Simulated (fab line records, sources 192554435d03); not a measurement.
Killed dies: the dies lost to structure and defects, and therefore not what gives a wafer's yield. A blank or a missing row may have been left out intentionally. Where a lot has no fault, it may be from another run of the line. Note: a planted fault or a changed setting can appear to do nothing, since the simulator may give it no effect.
Matching of chambers | flow n5_finfet | rie_diel-05 running N5_HKMG_FIN_ETCH_31: 4 sister chambers
The step etches SiARC in CF4, target depth 45.5 nm, time 75.8 s. 8 wafers are shown with their chamber, then 7 later ones without.

== WAFERS PAIRED WITH THEIR CHAMBERS ==
wafer  | chamber | drypump_motor_current_A (A) | throttle_valve_pct (%)
L080.1 | 0       | 6.4                         | 15.59
L080.6 | 0       | 6.4                         | 15.60
L083.1 | 3       | 5.4                         | 15.37
L090.1 | 2       | 6.3                         | 15.98
L090.3 | 1       | 6.7                         | 15.28
L090.5 | 1       | 6.6                         | 15.26
L091.1 | 3       | 5.5                         | 15.39
L091.2 | 2       | 6.3                         | 15.96

== WAFERS WITH NO CHAMBER GIVEN ==
wafer  | drypump_motor_current_A (A) | throttle_valve_pct (%)
L091.3 | 6.4                         | 15.61
L092.3 | 6.7                         | 15.27
L092.5 | 6.4                         | 15.61
L092.6 | 5.4                         | 15.41
L096.2 | 6.2                         | 15.98
L096.4 | 5.5                         | 15.42
L096.6 | 6.4                         | 15.62

== WHICH CHAMBER EACH ONE RAN IN ==
wafer  | from the rows above | in truth
L091.3 | 0                   | 0
L092.3 | 1                   | 1
L092.5 | 0                   | 0
L092.6 | 3                   | 3
L096.2 | 2                   | 2
L096.4 | 3                   | 3
L096.6 | 0                   | 0
Placed correctly: 7 of 7. Number that these rows cannot place: 0. Number placed wrongly: 0.
How it was worked out, from the rows above alone: a wafer's distance from a chamber is the root of the sum, over the readings, of the square of ((its reading less the chamber's mean) divided by the reading's scatter). If the next closest chamber is less than 2 further off than the closest, the wafer can't be placed; otherwise it belongs to the closest. Each chamber's mean is taken over the wafers shown for it. The scatter: take each reading less its chamber's mean, square it, sum over the shown wafers, divide by the number of wafers less the number of chambers, and take the root.
